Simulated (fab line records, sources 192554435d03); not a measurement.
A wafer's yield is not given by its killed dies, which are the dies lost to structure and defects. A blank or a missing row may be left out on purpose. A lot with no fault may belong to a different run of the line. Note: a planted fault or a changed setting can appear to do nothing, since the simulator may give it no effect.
Chamber matching -- flow n5 finfet -- rie diel-05 running N5_BEOL_M9_ETCH_66: 4 sister chambers
The step etches SOC in N2/H2, target depth 80 nm, overetch 16 nm, time 120 s. 8 wafers are shown with their chamber, then 9 later ones without.

WAFERS PAIRED WITH THEIR CHAMBERS
wafer,chamber,drypump motor current A (A),oes product au (a.u.)
L083.3,0,5.61,0.67
L083.4,3,5.64,0.66
L084.1,2,6.04,0.52
L084.4,3,5.64,0.65
L084.6,1,5.92,0.52
L086.1,1,5.93,0.52
L086.2,0,5.60,0.67
L086.3,2,6.05,0.52

WAFERS MISSING THEIR CHAMBER
wafer,drypump motor current A (A),oes product au (a.u.)
L089.3,6.06,0.52
L089.4,5.92,0.52
L089.6,5.91,0.52
L092.1,5.65,0.65
L092.2,5.90,0.73
L092.5,5.92,0.72
L094.3,5.64,0.63
L094.4,5.64,0.63
L094.5,5.92,0.73

THE CHAMBER EACH PASSED THROUGH
wafer,from the rows above,in truth
L089.3,2,2
L089.4,1,1
L089.6,1,1
L092.1,3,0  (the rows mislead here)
L092.2,3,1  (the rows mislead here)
L092.5,3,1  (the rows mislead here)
L094.3,3,3
L094.4,3,3
L094.5,3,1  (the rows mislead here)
Correct placement for 5 of the 9. Can't be placed from these rows: 0. Placed wrongly: 4.
How it was worked out, from the rows above alone: a wafer's distance from a chamber is the root of the sum, over the readings, of the square of ((its reading less the chamber's mean) divided by the reading's scatter). The wafer belongs to the nearest chamber; if the next one is less than 2 further off, it can't be placed. A chamber's mean is the mean of its shown wafers. The scatter: take each reading less its chamber's mean, square it, sum over the shown wafers, divide by the number of wafers less the number of chambers, and take the root.
